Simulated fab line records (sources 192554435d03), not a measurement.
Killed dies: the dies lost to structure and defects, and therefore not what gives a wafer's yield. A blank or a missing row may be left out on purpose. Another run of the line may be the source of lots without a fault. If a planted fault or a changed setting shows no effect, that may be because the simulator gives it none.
Matching of chambers :: flow n5Finfet :: 3 sister chambers for N5_BEOL_M0_CO_CAP_123 on cvdCo-02
The step material Co, precursor CCTBA/H2, target thk 2 nm, time 102.1 s. 3 wafers are shown with their chamber, then 12 later ones without.

## EACH WAFER AND ITS CHAMBER
wafer: L086.6
chamber: 2
heaterPowerW (W): 220

wafer: L087.4
chamber: 0
heaterPowerW (W): 251

wafer: L087.6
chamber: 1
heaterPowerW (W): 315

## WAFERS WHOSE CHAMBER IS MISSING
wafer: L091.1
heaterPowerW (W): 224

wafer: L091.3
heaterPowerW (W): 323

wafer: L091.6
heaterPowerW (W): 257

wafer: L093.2
heaterPowerW (W): 230

wafer: L093.4
heaterPowerW (W): 319

wafer: L093.6
heaterPowerW (W): 254

wafer: L094.1
heaterPowerW (W): 249

wafer: L094.5
heaterPowerW (W): 227

wafer: L094.6
heaterPowerW (W): 252

wafer: L096.1
heaterPowerW (W): 315

wafer: L096.2
heaterPowerW (W): 248

wafer: L096.6
heaterPowerW (W): 318

## WHICH CHAMBER EACH WENT THROUGH
wafer: L091.1
from the rows above: 2
in truth: 2

wafer: L091.3
from the rows above: 1
in truth: 1

wafer: L091.6
from the rows above: 0
in truth: 0

wafer: L093.2
from the rows above: 2
in truth: 2

wafer: L093.4
from the rows above: 1
in truth: 1

wafer: L093.6
from the rows above: 0
in truth: 0

wafer: L094.1
from the rows above: 0
in truth: 0

wafer: L094.5
from the rows above: 2
in truth: 2

wafer: L094.6
from the rows above: 0
in truth: 0

wafer: L096.1
from the rows above: 1
in truth: 1

wafer: L096.2
from the rows above: 0
in truth: 0

wafer: L096.6
from the rows above: 1
in truth: 1
Placed correctly: 12 of 12. Can't be placed from these rows: 0. 0 placed wrongly.
How it was worked out, from the rows above alone: a wafer's distance from a chamber is the root of the sum, over the readings, of the square of ((its reading less the chamber's mean) divided by the reading's scatter). The wafer belongs to the nearest chamber; if the next one is less than 2 further off, it can't be placed. For every chamber, the mean is computed from those of its wafers that are shown. The scatter (one wafer shown for each chamber): square how far every hidden wafer sits from the nearest shown wafer, average those squares and take the square root.
